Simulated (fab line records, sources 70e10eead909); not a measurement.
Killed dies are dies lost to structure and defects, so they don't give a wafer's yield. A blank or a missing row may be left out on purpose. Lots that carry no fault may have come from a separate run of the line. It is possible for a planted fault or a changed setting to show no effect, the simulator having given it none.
Which tool was responsible?    flow nandHarc    6 lots, 18 wafers sampled, at 3 steps of a route of 1159

WHAT THE GAUGES SHOWED, per wafer
NHARC_A_ONON_D1_THK_MEAS_30: measures by ellipsometry.
lot   measured      on            thkNm (nm)
L581  day 8 09:37   filmMetro-02  1009 1009 1009
L583  day 9 00:59   filmMetro-01  995 997 997
L587  day 10 05:59  filmMetro-01  1011 1011 1012
L589  day 11 02:54  filmMetro-02  1001 1000 1001
L594  day 11 23:46  filmMetro-02  575 574 576
L600  day 13 08:02  filmMetro-02  985 984 986

WHICH TOOL RAN EACH LOT (tool, then ch and the chambers of the sampled wafers, then the start)
lot   NHARC_A_ZERO_WELL_DESCUM_12        NHARC_A_ONON_D1_DEP_28
L581  rieDiel-10 ch 1,2,3, day 7 02:02   pecvdOnon-03 ch 0, day 8 09:06
L583  rieDiel-02 ch 0,1,3, day 7 17:29   pecvdOnon-03 ch 0, day 9 00:29
L587  rieDiel-11 ch 0,3, day 8 19:17     pecvdOnon-04 ch 0, day 10 05:38
L589  rieDiel-10 ch 0,2, day 9 17:52     pecvdOnon-03 ch 0, day 11 02:34
L594  rieDiel-02 ch 0,3, day 10 16:24    pecvdOnon-02 ch 0, day 11 23:23
L600  rieDiel-11 ch 0,1,2, day 11 21:40  pecvdOnon-04 ch 0, day 13 07:32
- NHARC_A_ZERO_WELL_DESCUM_12: chemistry O2, time 3 s.
- NHARC_A_ONON_D1_DEP_28: target thk 1000 nm.

THE ANSWER, worked out from the rows above alone
Rule: the lots themselves supply what counts as usual. The widest of any qualifying gaps counts: lots, ordered by their means at a reading, are off when they make up no more than a third of the lots, leave a main group of 4 or more, and stand apart from it by 3 or more times the standard deviation of that group's means. If all means in a main group match to the digits the tables above print for the reading, that group is not used. Also off: a lot with no number at a reading for which 4 or more lots have one. All remaining lots with rows at the step are treated as sound.
Off: L594, at NHARC_A_ONON_D1_THK_MEAS_30 (thkNm). The main group has a mean of 1000 nm with a standard deviation of 9.5.
If a tool, at a process step before that reading, ran all the lots that are off and no sound lot after the first of them, it fits. Those tools and the gauges at NHARC_A_ONON_D1_THK_MEAS_30 are tried in the same way. 2 tools fit, rieDiel-02 at NHARC_A_ZERO_WELL_DESCUM_12 and pecvdOnon-02 at NHARC_A_ONON_D1_DEP_28, so this cannot tell which one it is.

WHAT THE SIMULATOR PUT IN
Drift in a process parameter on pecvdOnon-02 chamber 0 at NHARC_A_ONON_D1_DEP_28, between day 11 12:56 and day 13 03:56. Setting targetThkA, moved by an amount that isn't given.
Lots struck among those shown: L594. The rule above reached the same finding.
